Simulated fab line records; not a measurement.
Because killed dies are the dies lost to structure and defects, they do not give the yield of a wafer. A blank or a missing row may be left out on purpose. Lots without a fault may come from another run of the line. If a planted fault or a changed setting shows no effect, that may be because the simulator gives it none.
A single fault, viewed from 3 desks || flow n5_finfet || every desk sees just its own numbers, and what lay behind them comes last

## THE DEFECT DESK
Counts from the inspections along the route, per lot, as means over the sampled wafers that have a number. If a lot's mean is further than 4 standard deviations from the usual mean, the lot is out of limits and carries the mark OUT (the distance appears in the brackets).
Columns: A = raw_defect_count at N5_FIN_SAQP_INSPECT_18, usual 433
{"lot": "L988", "first seen here": "day 2 03:31", "A": 414}
{"lot": "L998", "first seen here": "day 4 16:02", "A": 399}
{"lot": "L100", "first seen here": "day 5 03:52", "A": 455}
{"lot": "L106", "first seen here": "day 6 15:45", "A": 515}
{"lot": "L107", "first seen here": "day 6 22:20", "A": 458}
{"lot": "L110", "first seen here": "day 7 15:59", "A": 528}
This desk found nothing out of limits on any of the 6 lots.

## FOR THE TOOL OWNER'S DESK: ald_sin-04
The tool's own readings at N5_FIN_SAQP_SPACER1_ALD_24 (deposits SiO2, target thk 20.3 nm, pulse time 1 s, purge time 2 s): means of the sampled wafers that have a number, for each lot that ran on this tool. If a lot's mean is further than 4 standard deviations from the usual mean, the lot is out of limits and carries the mark OUT (the distance appears in the brackets).
Columns: A = heater_power_outer_w at N5_FIN_SAQP_SPACER1_ALD_24, usual 259 W; B = heater_power_w at N5_FIN_SAQP_SPACER1_ALD_24, usual 471 W; C = precursor_pulse_height_rel at N5_FIN_SAQP_SPACER1_ALD_24, usual 1.001; D = susceptor_temp_C at N5_FIN_SAQP_SPACER1_ALD_24, usual 300.02 C
{"lot": "L998", "first seen here": "day 4 18:00", "A": 305, "B": 547, "C": 0.993, "D": "318.58 (+99 or more) OUT"}
{"lot": "L100", "first seen here": "day 5 05:13", "A": 281, "B": 509, "C": 0.989, "D": "318.70 (+99 or more) OUT"}
{"lot": "L110", "first seen here": "day 7 17:49", "A": 272, "B": 491, "C": 1.002, "D": 299.97}
This desk's finding: out of limits on L100, L998; first on L998, day 4 18:00 (susceptor_temp_C at N5_FIN_SAQP_SPACER1_ALD_24). Within limits: L110.

## FROM THE METROLOGY DESK
Means of the sampled wafers that have a number, per lot and without regard to the tool the lot ran on: this is what the gauges read. If a lot's mean is further than 4 standard deviations from the usual mean, the lot is out of limits and carries the mark OUT (the distance appears in the brackets).
Columns: A = cd_nm at N5_FIN_SAQP_CD_MEAS_27, usual 20.37 nm
{"lot": "L988", "first seen here": "day 2 05:40", "A": 20.44}
{"lot": "L998", "first seen here": "day 4 18:55", "A": 19.92}
{"lot": "L100", "first seen here": "day 5 06:08", "A": 20.01}
{"lot": "L106", "first seen here": "day 6 17:51", "A": 20.36}
{"lot": "L107", "first seen here": "day 7 00:58", "A": 20.14}
{"lot": "L110", "first seen here": "day 7 18:47", "A": 20.74}
This desk found nothing out of limits on any of the 6 lots.

## PUT TOGETHER
At day 4 18:00, on L100, L998, the tool owner's desk was in a position to raise an alarm.
Nothing the defect desk looked at was out of limits.
Metrology desk: nothing out of limits seen.
The defect desk has L100, L998 on record, within its limits.
The metrology desk has L100, L998 on record, within its limits.
The lots listed all ran N5_FIN_SAQP_SPACER1_ALD_24 on ald_sin-04.

## WHAT THE SIMULATOR HAD INSERTED
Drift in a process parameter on ald_sin-04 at N5_FIN_SAQP_SPACER1_ALD_24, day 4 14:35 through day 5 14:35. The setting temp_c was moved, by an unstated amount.
Shown lots that were struck: L100, L998.
Delay in hours, fault start to first out-of-limits reading, by desk: the tool owner's desk at 3.
